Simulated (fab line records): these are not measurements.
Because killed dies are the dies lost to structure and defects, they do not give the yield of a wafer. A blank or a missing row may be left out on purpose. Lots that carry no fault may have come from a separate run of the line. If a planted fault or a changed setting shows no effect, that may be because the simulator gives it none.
Matching of chambers ; flow n5Finfet ; rieDiel-06 running N5_PASSIVATION_DESCUM_46: 4 sister chambers
The step chemistry O2, time 7.9 s. 4 wafers are shown with their chamber, then 7 later ones without.

## WAFERS, EACH WITH ITS CHAMBER
wafer;chamber;showerheadPlenumPTorr (Torr)
L491.1;2;2.07
L492.5;0;2.09
L498.1;3;2.10
L498.2;1;2.01

## WAFERS WITHOUT THEIR CHAMBER
wafer;showerheadPlenumPTorr (Torr)
L498.5;2.01
L501.1;2.08
L501.3;2.06
L501.4;2.00
L505.1;2.08
L505.4;2.06
L505.5;2.09

## THE CHAMBER EACH PASSED THROUGH
wafer;from the rows above;in truth
L498.5;1;1
L501.1;can't be placed: 0 or 2 or 3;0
L501.3;2;2
L501.4;1;1
L505.1;can't be placed: 0 or 2 or 3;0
L505.4;2;2
L505.5;can't be placed: 0 or 3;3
Placed correctly: 4 of 7. These rows do not allow placing 3 (true chamber among the candidates in 3). Wrongly placed: 0.
How it was worked out, from the rows above alone: a wafer's distance from a chamber is the root of the sum, over the readings, of the square of ((its reading less the chamber's mean) divided by the reading's scatter). The wafer belongs to the nearest chamber; if the next one is less than 2 further off, it can't be placed. For every chamber, the mean is computed from those of its wafers that are shown. The scatter (one wafer shown for each chamber): square how far every hidden wafer sits from the nearest shown wafer, average those squares and take the square root.
